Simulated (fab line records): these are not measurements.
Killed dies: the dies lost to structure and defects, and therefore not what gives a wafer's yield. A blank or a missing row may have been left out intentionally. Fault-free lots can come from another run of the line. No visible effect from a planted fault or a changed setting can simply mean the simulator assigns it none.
Matching of chambers + flow nandHarc + 4 sister chambers for NHARC_A_SLIT_ETCH_24 on rieDiel-07
The step etches the open film in CF4/CHF3, target depth 121 nm, time 60.5 s. 14 wafers are shown with their chamber, then 7 later ones without.

WAFERS WITH THEIR CHAMBER
| wafer  | chamber | showerheadPlenumPTorr (Torr) | rfVppV (V) | chf3FlowSccm (sccm) |
|--------|---------|------------------------------|------------|---------------------|
| L075.1 | 2       | 1.47                         | 366.7      | 30.24               |
| L075.3 | 0       | 1.57                         | 370.0      | 30.00               |
| L075.5 | 0       | 1.57                         | 369.7      | 29.97               |
| L078.1 | 2       | 1.46                         | 368.1      | 30.05               |
| L078.2 | 0       | 1.57                         | 369.8      | 30.03               |
| L078.3 | 1       | 1.51                         | 368.0      | 30.10               |
| L086.2 | 1       | 1.50                         | 368.5      | 30.06               |
| L086.3 | 2       | 1.46                         | 367.8      | 30.10               |
| L086.5 | 1       | 1.51                         | 368.5      | 30.21               |
| L092.2 | 1       | 1.50                         | 368.7      | 30.06               |
| L092.5 | 0       | 1.57                         | 370.7      | 30.01               |
| L092.6 | 3       | 1.61                         | 371.9      | 29.93               |
| L095.2 | 0       | 1.57                         | 370.1      | 30.01               |
| L095.3 | 3       | 1.61                         | 372.8      | 30.00               |

SIGNATURES (means of the wafers above)
| reading               | chamber 0 | chamber 1 | chamber 2 | chamber 3 | scatter within a chamber |
|-----------------------|-----------|-----------|-----------|-----------|--------------------------|
| showerheadPlenumPTorr | 1.5700    | 1.5050    | 1.4633    | 1.6100    | 0.00408                  |
| rfVppV                | 370.060   | 368.425   | 367.533   | 372.350   | 0.487                    |
| chf3FlowSccm          | 30.0040   | 30.1075   | 30.1300   | 29.9650   | 0.0623                   |
Rule: a wafer lies at a distance from a chamber equal to the root of the sum of squares, over the readings, of (its reading less the chamber's mean, divided by the reading's scatter). The wafer belongs to the nearest chamber; if the next one is less than 2 further off, it can't be placed. The scatter: take each reading less its chamber's mean, square it, sum over the shown wafers, divide by the number of wafers less the number of chambers, and take the root.

WAFERS WITHOUT THEIR CHAMBER
| wafer  | showerheadPlenumPTorr (Torr) | rfVppV (V) | chf3FlowSccm (sccm) |
|--------|------------------------------|------------|---------------------|
| L095.6 | 1.46                         | 368.4      | 29.94               |
| L096.2 | 1.46                         | 366.4      | 29.84               |
| L096.3 | 1.50                         | 369.2      | 30.17               |
| L096.5 | 1.50                         | 369.2      | 30.07               |
| L097.3 | 1.46                         | 366.3      | 30.01               |
| L097.5 | 1.61                         | 370.8      | 29.99               |
| L097.6 | 1.46                         | 366.0      | 30.09               |

WHICH CHAMBER EACH ONE RAN IN
| wafer  | from the rows above | in truth |
|--------|---------------------|----------|
| L095.6 | 2                   | 2        |
| L096.2 | 2                   | 2        |
| L096.3 | 1                   | 1        |
| L096.5 | 1                   | 1        |
| L097.3 | 2                   | 2        |
| L097.5 | 3                   | 3        |
| L097.6 | 2                   | 2        |
7 of 7 placed correctly. From these rows, 0 cannot be placed. Wrongly placed: 0.
